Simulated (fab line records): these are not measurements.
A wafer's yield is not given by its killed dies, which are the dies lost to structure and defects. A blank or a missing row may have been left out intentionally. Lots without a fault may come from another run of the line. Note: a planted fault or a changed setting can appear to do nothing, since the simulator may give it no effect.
One fault through the eyes of 2 desks ; flow n5Finfet ; what lay behind the numbers comes last; until then each desk has only its own

THE METROLOGY DESK
Means of the sampled wafers that have a number, per lot and without regard to the tool the lot ran on: this is what the gauges read. If a lot's mean is further than 4 standard deviations from the usual mean, the lot is out of limits and carries the mark OUT (the distance appears in the brackets). Shown here are 7 of its 10 readings, the ones lying furthest out on some lot.
Columns: A = DIBL_N at N5_BEOL_M4_RC_MEAS_101, usual 35.9 mV/V; B = IOFF_N at N5_BEOL_M4_RC_MEAS_101, usual 0.152 nA/um; C = IOFF_P at N5_BEOL_M4_RC_MEAS_101, usual 0.204 nA/um; D = ION_N at N5_BEOL_M4_RC_MEAS_101, usual 673 uA/um; E = ION_P at N5_BEOL_M4_RC_MEAS_101, usual 462 uA/um; F = VT_N at N5_BEOL_M4_RC_MEAS_101, usual 250.3 mV; G = VT_P at N5_BEOL_M4_RC_MEAS_101, usual -250.6 mV
lot;first seen here;A;B;C;D;E;F;G
L671;day 8 12:53;36.5;0.141;0.188;664;458;252.5;-252.3
L676;day 9 16:45;36.0;0.145;0.195;672;463;249.6;-251.9
L674;day 9 18:23;35.9;0.160;0.192;679;458;250.0;-253.1
L677;day 10 14:52;36.4;0.142;0.208;662;456;253.0;-250.2
L678;day 11 00:23;34.8;0.128;0.169;669;458;253.6;-253.7
L682;day 12 02:16;34.5;0.146;0.206;673;464;251.4;-249.0
L689;day 13 14:14;34.7;0.148;0.203;676;468;251.6;-251.3
L688;day 13 14:47;36.4;0.142;0.175;668;456;250.4;-253.4
L690;day 13 17:34;36.2;0.169;0.225;682;469;246.8;-248.2
L692;day 14 01:35;35.1;0.133;0.171;670;455;253.8;-255.0
L694;day 14 22:47;35.5;0.137;0.225;667;471;251.2;-246.5
Finding of this desk: none of the 11 lots has anything out of limits.

FOR THE TOOL OWNER'S DESK: cvdCo-01
The tool's own readings at N5_BEOL_M3_CO_CAP_55 (material Co, precursor CCTBA/H2, target thk 2 nm, time 102.1 s): means of the sampled wafers that have a number, for each lot that ran on this tool. If a lot's mean is further than 4 standard deviations from the usual mean, the lot is out of limits and carries the mark OUT (the distance appears in the brackets).
Columns: A = heaterPowerW at N5_BEOL_M3_CO_CAP_55, usual 238 W; B = runLengthS at N5_BEOL_M3_CO_CAP_55, usual 125.0 s
lot;first seen here;A;B
L671;day 8 01:16;248;125.0
L676;day 8 17:08;226;101.8 (-41) OUT
L677;day 9 13:32;270;112.8 (-21) OUT
L678;day 9 17:02;288;101.5 (-41) OUT
L690;day 13 05:00;233;125.6
L694;day 13 21:52;249;125.0
This desk's verdict: out of limits on L676, L677, L678, starting with L676 at day 8 17:08 (runLengthS at N5_BEOL_M3_CO_CAP_55). L671, L690, L694 stayed within limits.

BROUGHT TOGETHER
An alarm could have come from the tool owner's desk at day 8 17:08, on L676, L677, L678.
Nothing out of limits was seen by the metrology desk.
The metrology desk has L676, L677, L678 on record, within its limits.
N5_BEOL_M3_CO_CAP_55 was run on cvdCo-01 by each of the lots named.

WHAT WAS PUT IN BY THE SIMULATOR
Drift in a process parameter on cvdCo-01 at N5_BEOL_M3_CO_CAP_55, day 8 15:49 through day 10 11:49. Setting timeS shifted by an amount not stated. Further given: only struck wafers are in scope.
Shown lots that were struck: L676, L677, L678.
Each desk's first reading out of limits, in hours after the fault started: the tool owner's desk, 1.
